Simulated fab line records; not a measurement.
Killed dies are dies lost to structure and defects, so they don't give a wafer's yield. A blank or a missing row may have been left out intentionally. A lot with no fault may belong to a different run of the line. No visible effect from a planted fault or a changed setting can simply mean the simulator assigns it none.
Chamber matching    flow nand harc    NHARC_A_STAIRCASE_DEP_301 on pecvd-01: 3 sister chambers
The step deposits SiON, target thk 30 nm. 6 wafers are shown with their chamber, then 8 later ones without.

WAFERS, EACH WITH ITS CHAMBER
wafer   chamber  heater power w (W)  heater power outer w (W)
L438.1  1        757                 497
L443.4  2        865                 565
L444.3  1        759                 484
L444.5  2        889                 569
L444.6  0        955                 535
L448.1  0        1054                642

WAFERS MISSING THEIR CHAMBER
wafer   heater power w (W)  heater power outer w (W)
L448.4  1046                628
L448.5  954                 627
L450.2  885                 573
L450.4  864                 560
L450.6  1017                614
L452.1  907                 598
L452.2  897                 570
L452.6  878                 590

WHICH CHAMBER EACH ONE RAN IN
wafer    from the rows above       in truth
L448.4   0                         0
L448.5   can't be placed: 0 or 2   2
L450.2   2                         2
L450.4   2                         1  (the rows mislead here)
L450.6   0                         0
L452.1   can't be placed: 2 or 0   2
L452.2   2                         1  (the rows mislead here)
L452.6   2                         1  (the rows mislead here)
Placed correctly: 3 of 8. Unplaceable from these rows: 2, with the true chamber sitting among the candidates in 2. Number placed wrongly: 3.
How it was worked out, from the rows above alone: a wafer's distance from a chamber is the root of the sum, over the readings, of the square of ((its reading less the chamber's mean) divided by the reading's scatter). The wafer belongs to the nearest chamber; if the next one is less than 2 further off, it can't be placed. The mean given for a chamber averages the wafers shown for that chamber. The scatter: the root of (the sum of the squares of (reading less its chamber's mean) over the shown wafers, divided by (wafers less chambers)).
